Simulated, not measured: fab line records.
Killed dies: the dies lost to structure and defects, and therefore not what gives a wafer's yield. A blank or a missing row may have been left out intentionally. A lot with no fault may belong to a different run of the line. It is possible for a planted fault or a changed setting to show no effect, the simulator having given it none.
Chamber matching	flow nand_harc	rie_diel-06 running NHARC_A_CONTACT_DESCUM_13: 4 sister chambers
The step chemistry O2, time 3 s. 42 wafers are shown with their chamber, then 12 later ones without.

## WAFERS, EACH WITH ITS CHAMBER
wafer	chamber	drypump_motor_current_A (A)	showerhead_plenum_p_Torr (Torr)	oes_product_au (a.u.)
L076.1	1	6.2	2.01	0.992
L076.3	3	6.5	1.95	0.996
L076.6	1	6.2	2.01	0.995
L075.1	1	6.2	2.01	1.006
L075.2	0	5.0	1.90	0.999
L075.5	2	5.5	1.80	0.994
L077.1	0	5.0	1.90	1.003
L077.2	3	6.5	1.95	1.002
L077.5	1	6.2	2.01	1.015
L079.3	0	5.0	1.90	1.004
L079.4	3	6.5	1.95	0.997
L079.6	0	5.0	1.90	0.993
L082.2	3	6.5	1.95	1.000
L082.4	2	5.6	1.80	1.011
L082.6	2	5.6	1.80	1.003
L081.2	2	5.6	1.80	0.979
L081.4	0	5.0	1.89	0.993
L081.5	0	5.0	1.89	0.990
L080.2	1	6.2	2.00	0.994
L080.4	0	5.0	1.89	0.996
L080.5	0	5.0	1.89	0.993
L084.1	3	6.5	1.95	0.999
L084.2	2	5.6	1.80	0.994
L084.3	0	5.0	1.89	0.993
L085.1	3	6.5	1.95	1.001
L085.3	2	5.6	1.80	0.995
L085.6	0	5.0	1.89	0.990
L086.2	1	6.2	2.00	0.996
L086.4	0	5.0	1.89	0.994
L086.6	0	5.0	1.89	0.998
L088.3	1	6.2	2.00	0.999
L088.5	3	6.5	1.94	1.007
L088.6	2	5.6	1.79	1.002
L089.2	1	6.2	2.00	1.002
L089.4	2	5.6	1.79	0.990
L089.5	3	6.5	1.94	1.001
L091.2	3	6.5	1.94	1.002
L091.3	1	6.2	2.00	1.005
L091.6	2	5.6	1.79	1.014
L093.3	2	5.6	1.79	1.015
L093.5	3	6.5	1.94	0.991
L093.6	0	5.0	1.89	0.996

SIGNATURES (averages over the wafers above)
reading	chamber 0	chamber 1	chamber 2	chamber 3	scatter within a chamber
drypump_motor_current_A	5.000	6.200	5.590	6.500	0.0154
showerhead_plenum_p_Torr	1.8931	2.0044	1.7960	1.9460	0.00508
oes_product_au	0.99554	1.00044	0.99970	0.99960	0.00729
Rule: a wafer's distance from a chamber is the root of the sum, over the readings, of the square of ((its reading less the chamber's mean) divided by the reading's scatter). If the next closest chamber is less than 2 further off than the closest, the wafer can't be placed; otherwise it belongs to the closest. How the scatter is found: for the shown wafers, subtract from each reading the mean of its chamber, square and add these, divide the total by (wafers less chambers), then take the root.

## WAFERS WITH NO CHAMBER GIVEN
wafer	drypump_motor_current_A (A)	showerhead_plenum_p_Torr (Torr)	oes_product_au (a.u.)
L094.1	6.2	2.00	0.993
L094.4	5.0	1.89	0.994
L094.5	6.5	1.94	0.999
L095.1	5.6	1.79	1.019
L095.4	5.0	1.89	0.991
L095.5	6.5	1.94	1.004
L096.4	6.2	2.00	1.003
L096.5	6.5	1.94	1.003
L096.6	5.6	1.79	1.016
L097.1	6.5	1.94	0.981
L097.3	5.0	1.89	0.981
L097.4	6.2	1.99	0.993

## CHAMBER TAKEN BY EACH
wafer	from the rows above	in truth
L094.1	1	1
L094.4	0	0
L094.5	3	3
L095.1	2	2
L095.4	0	0
L095.5	3	3
L096.4	1	1
L096.5	3	3
L096.6	2	2
L097.1	3	3
L097.3	0	0
L097.4	1	1
Correct placement for 12 of the 12. From these rows, 0 cannot be placed. 0 placed wrongly.
